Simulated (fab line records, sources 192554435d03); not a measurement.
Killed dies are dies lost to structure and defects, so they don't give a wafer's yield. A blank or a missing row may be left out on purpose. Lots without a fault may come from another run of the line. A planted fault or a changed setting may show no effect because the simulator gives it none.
Chamber matching | flow n5_finfet | N5_BEOL_M11_CMP_52 on cmp-02: 4 sister chambers
The step polishes, stops on SiCOH lowk, t overpolish 7 s, target thk 140 nm. 18 wafers are shown with their chamber, then 9 later ones without.

WAFERS WITH THEIR CHAMBER
wafer  | chamber | edge_zone_pressure_frac | motor_current_A (A) | barrier_field_endpoint_s (s)
L076.1 | 0       | 0.993                   | 6.4                 | 29.6
L076.4 | 1       | 0.999                   | 6.2                 | 29.2
L076.6 | 1       | 0.999                   | 6.4                 | 29.2
L081.2 | 3       | 0.999                   | 6.2                 | 28.6
L081.4 | 2       | 1.007                   | 6.1                 | 28.3
L081.5 | 1       | 0.994                   | 6.2                 | 28.1
L084.2 | 1       | 1.004                   | 6.0                 | 27.4
L084.5 | 3       | 1.004                   | 6.3                 | 28.2
L084.6 | 0       | 0.996                   | 6.2                 | 29.2
L083.1 | 2       | 1.008                   | 5.7                 | 27.6
L083.2 | 3       | 1.004                   | 6.6                 | 27.6
L083.3 | 0       | 1.007                   | 6.3                 | 29.0
L085.1 | 0       | 1.000                   | 5.9                 | 29.0
L085.4 | 3       | 1.004                   | 6.5                 | 29.0
L085.5 | 1       | 0.998                   | 6.1                 | 27.9
L086.2 | 0       | 1.000                   | 6.5                 | 28.6
L086.4 | 1       | 0.999                   | 6.2                 | 29.4
L086.6 | 0       | 0.998                   | 6.1                 | 29.6

SIGNATURES (means of the wafers above)
reading                  | chamber 0 | chamber 1 | chamber 2 | chamber 3 | scatter within a chamber
edge_zone_pressure_frac  | 0.99900   | 0.99883   | 1.00750   | 1.00275   | 0.00361
motor_current_A          | 6.233     | 6.183     | 5.900     | 6.400     | 0.189
barrier_field_endpoint_s | 29.167    | 28.533    | 27.950    | 28.350    | 0.631
Rule: a wafer's distance from a chamber is the root of the sum, over the readings, of the square of ((its reading less the chamber's mean) divided by the reading's scatter). The wafer belongs to the nearest chamber; if the next one is less than 2 further off, it can't be placed. The scatter: the root of (the sum of the squares of (reading less its chamber's mean) over the shown wafers, divided by (wafers less chambers)).

WAFERS WITHOUT THEIR CHAMBER
wafer  | edge_zone_pressure_frac | motor_current_A (A) | barrier_field_endpoint_s (s)
L091.3 | 1.003                   | 6.1                 | 28.5
L091.4 | 1.004                   | 6.1                 | 27.8
L091.6 | 1.002                   | 6.2                 | 28.6
L090.2 | 1.003                   | 6.5                 | 28.1
L090.3 | 0.992                   | 6.0                 | 29.5
L090.4 | 1.000                   | 5.8                 | 28.9
L092.1 | 1.000                   | 6.3                 | 29.0
L092.2 | 0.997                   | 6.3                 | 28.5
L092.5 | 1.001                   | 6.1                 | 29.3

WHICH CHAMBER EACH WENT THROUGH
wafer  | from the rows above               | in truth
L091.3 | can't be placed: 1 or 3 or 0 or 2 | 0
L091.4 | can't be placed: 2 or 3 or 1 or 0 | 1
L091.6 | can't be placed: 1 or 3 or 0 or 2 | 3
L090.2 | can't be placed: 3 or 1 or 0      | 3
L090.3 | can't be placed: 0 or 1 or 3      | 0
L090.4 | can't be placed: 1 or 0 or 2 or 3 | 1
L092.1 | can't be placed: 0 or 1 or 3      | 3
L092.2 | can't be placed: 1 or 0 or 3      | 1
L092.5 | can't be placed: 0 or 1 or 3      | 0
Placed correctly: 0 of 9. Can't be placed from these rows: 9 (the true chamber is among the candidates in 9). Placed wrongly: 0.
